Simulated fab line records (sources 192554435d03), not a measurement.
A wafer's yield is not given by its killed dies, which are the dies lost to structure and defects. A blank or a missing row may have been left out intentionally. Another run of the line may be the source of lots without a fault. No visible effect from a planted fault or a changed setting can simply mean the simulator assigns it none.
A lot that was struck, set against a sound lot    flow n5-finfet    15 steps out of a route of 1938
Sound: the wafers L384.1, L384.5, L384.6. Struck: wafer L395.1 (left out: L395.4, a lot-mate that was not struck); the cause follows at the end.
At each step with rows: each side's tool, then ch and its chambers, then its first start. Under that, the readings that differ: sound wafers    struck wafers    difference of the means    sigmas: that difference in standard deviations of wafers without a fault.
alike: readings whose means differ by less than 2 such deviations, and words and numbers that are the same on both sides. not compared: withheld readings, readings that some wafer has no value for, bounds like >300 that may hide the same value, and numbers for which the record gives no deviation and whose values overlap.
The two part at a step that has a row with sigmas, a row that says differs or no value, or rows on one side only. Numbers that don't overlap but have no deviation are shown without sigmas and don't part them. A reading missing from all wafers of one side parts the sides only when that side holds two or more wafers.

first, 4 steps without rows for these wafers: N5_BEOL_M3_SOFTBAKE_23 (time 60 s); N5_BEOL_M3_EXPOSE_25 (exposes mask V2, defocus 5 nm); N5_BEOL_M3_PEB_26 (peb time 60 s); N5_BEOL_M3_DEVELOP_27 (develop time 30 s).
N5_BEOL_M3_CD_MEAS_28: target cd 25.7 nm, target cd y 23.3 nm.
  sound on cd-sem-03 ch 0, day 7 13:52; struck on cd-sem-01 ch 0, day 10 15:47
  alike: cd-nm
N5_BEOL_M3_OVL_MEAS_29:
  sound on overlay-01 ch 0, day 7 13:53; struck on overlay-02 ch 0, day 10 15:49
  alike: V2_OVL
N5_BEOL_M3_INSPECT_30: inspects for defects (brightfield).
  sound: defect-inspect-02 at day 7 13:57; struck: defect-inspect-01 at day 10 15:52
  alike: raw-defect-count
N5_BEOL_M3_DESCUM_33: chemistry O2, time 7 s.
  sound on rie-diel-03 ch 0,2,3, day 7 13:59; struck on rie-diel-03 ch 1, day 10 15:54
reading                sound           struck  difference  sigmas
oes-product-au (a.u.)  0.96 0.92 0.89  0.72    -0.20       -3
  alike: drypump-motor-current-A, rf-vpp-V, showerhead-plenum-p-Torr, throttle-valve-pct
  not compared: rf-hours-counter-h
N5_BEOL_M3_ETCH_77: etches underlayer in N2/H2, target depth 6.5 nm, time 5.2 s.
  sound on rie-diel-03 ch 0,2,3, day 7 14:01; struck on rie-diel-03 ch 1, day 10 15:56
reading                sound           struck  difference  sigmas
oes-product-au (a.u.)  0.81 0.80 0.76  0.62    -0.17       -2
  alike: drypump-motor-current-A, etch-rf-on-time-s, h2-flow-sccm, rf-vpp-V, showerhead-plenum-p-Torr, throttle-valve-pct
  not compared: rf-hours-counter-h
N5_BEOL_M3_ETCH_69: etches SiARC in CF4, target depth 15.6 nm, time 26 s.
  sound on rie-diel-03 ch 0,2,3, day 7 14:02; struck on rie-diel-03 ch 1, day 10 15:57
reading                sound                struck  difference  sigmas
mfc-ar-sccm (sccm)     100.20 100.20 99.54  99.30   -0.68       -2
oes-product-au (a.u.)  0.80 0.80 0.76       0.62    -0.17       -2
  alike: drypump-motor-current-A, etch-rf-on-time-s, rf-vpp-V, showerhead-plenum-p-Torr, throttle-valve-pct
  not compared: rf-hours-counter-h
N5_BEOL_M3_ALD_98: deposits SiO2, target thk 2.5 nm, pulse time 1 s, co reactant pulse time 1 s.
  sound on ald-sin-03 ch 0,2,3, day 7 14:25; struck on ald-sin-03 ch 3, day 10 16:02
  alike: heater-power-outer-w, heater-power-w, precursor-pulse-height-rel, susceptor-temp-C
N5_BEOL_M3_ETCHBACK_99: etches SiO2 in CHF3, target depth 5 nm, time 10.4 s.
  sound on rie-diel-01 ch 0,1, day 7 17:47; struck on rie-diel-03 ch 3, day 10 19:11
  alike: drypump-motor-current-A, mfc-ar-sccm, oes-product-au, rf-vpp-V, showerhead-plenum-p-Torr, throttle-valve-pct
  not compared: rf-hours-counter-h
N5_BEOL_M3_ETCH_70: etches SOC in N2/H2, target depth 80 nm, overetch 16 nm, time 120 s.
  sound on rie-diel-01 ch 0,1, day 7 17:49; struck on rie-diel-03 ch 3, day 10 19:14
reading                                     sound        struck  difference  sigmas
model.SiARC_of_BEOL_M3_COAT_68.thk-nm (nm)  6.2 6.4 6.2  7.2     +0.9        
  alike: drypump-motor-current-A, h2-flow-sccm, oes-product-au, rf-vpp-V, showerhead-plenum-p-Torr, throttle-valve-pct
  not compared: rf-hours-counter-h
then, 1 step without rows for these wafers: N5_BEOL_M3_STRIP_71 (strips in N2/H2).
N5_BEOL_M4_RC_MEAS_101:
  sound on prober-02 ch 0, day 8 15:33; struck on prober-01 ch 0, day 11 09:48
reading        sound           struck  difference  sigmas
DIBL_P (mV/V)  40.3 37.0 37.4  35.0    -3.2        -2
SS_P (mV/dec)  74.4 74.5 74.0  73.1    -1.2        -2
  alike: DIBL_N, IOFF_N, IOFF_P, ION_N, ION_P, SS_N, VT_N, VT_P

## WHERE THEY PART
At N5_BEOL_M3_DESCUM_33 first; at N5_BEOL_M4_RC_MEAS_101 last (within this record only).

WHY: what had been put in by the simulator
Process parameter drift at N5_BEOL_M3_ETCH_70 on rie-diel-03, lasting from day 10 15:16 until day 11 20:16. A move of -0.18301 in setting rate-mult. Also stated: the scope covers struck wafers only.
